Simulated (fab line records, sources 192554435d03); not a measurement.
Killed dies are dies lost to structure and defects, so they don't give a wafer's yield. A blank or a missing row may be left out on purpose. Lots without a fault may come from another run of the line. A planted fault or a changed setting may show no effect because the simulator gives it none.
One fault seen from 2 desks | flow n5_finfet | each desk has only its own numbers; what lay behind them comes last

THE DEFECT DESK
What the inspections along the route counted, lot by lot: means of the sampled wafers that have a number. A lot is out of limits, marked OUT, if its mean lies more than 4 standard deviations from the usual mean; the brackets give that distance.
Columns: A = raw_defect_count at N5_SD_EPI_N_INSPECT_26, usual 195
lot  | first seen here | A
L205 | day 3 23:46     | 174
L206 | day 4 08:58     | 272
L207 | day 4 12:18     | 158
L208 | day 4 16:07     | 178
L210 | day 5 05:24     | 194
L212 | day 5 16:50     | 199
L214 | day 6 04:37     | 176
L215 | day 6 11:55     | 166
L216 | day 6 16:25     | 206
L218 | day 7 07:09     | 240
L220 | day 7 16:05     | 232
L221 | day 7 22:06     | 175
L224 | day 8 17:23     | 181
L225 | day 9 03:25     | 147
This desk's finding: nothing out of limits on any of the 14 lots.

THE TOOL OWNER'S DESK: litho_track-04
The tool's own readings at N5_SD_EPI_P_COAT_03 (resist thk 150 nm): means of the sampled wafers that have a number, for each lot that ran on this tool. A lot is out of limits, marked OUT, if its mean lies more than 4 standard deviations from the usual mean; the brackets give that distance.
Columns: A = dispense_pressure_kPa at N5_SD_EPI_P_COAT_03, usual 46 kPa; B = spin_speed_rpm at N5_SD_EPI_P_COAT_03, usual 1499.9 rpm
lot  | first seen here | A  | B
L205 | day 3 23:49     | 44 | 1501.2
L208 | day 4 16:10     | 44 | 1499.8
L210 | day 5 05:26     | 44 | 1499.7
L220 | day 7 16:08     | 44 | 1499.9
L221 | day 7 22:08     | 44 | 1498.7
L224 | day 8 17:26     | 44 | 1676.1 (+99 or more) OUT
L225 | day 9 03:28     | 44 | 1675.5 (+99 or more) OUT
This desk's finding: out of limits on L224, L225; first on L224, day 8 17:26 (spin_speed_rpm at N5_SD_EPI_P_COAT_03). In limits: L205, L208, L210, L220, L221.

PUT TOGETHER
The tool owner's desk could have raised an alarm at day 8 17:26, on L224, L225.
The defect desk saw nothing out of limits.
The defect desk has L224, L225 on record, within its limits.
Of the lots named, all ran N5_SD_EPI_P_COAT_03 on litho_track-04.

WHAT THE SIMULATOR HAD PUT IN
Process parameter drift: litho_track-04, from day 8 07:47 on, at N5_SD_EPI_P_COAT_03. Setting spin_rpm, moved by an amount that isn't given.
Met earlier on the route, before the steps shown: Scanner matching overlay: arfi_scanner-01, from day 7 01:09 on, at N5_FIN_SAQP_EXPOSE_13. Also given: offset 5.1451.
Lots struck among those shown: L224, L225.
Hours from the fault's start to each desk's first reading out of limits: the tool owner's desk, 10.
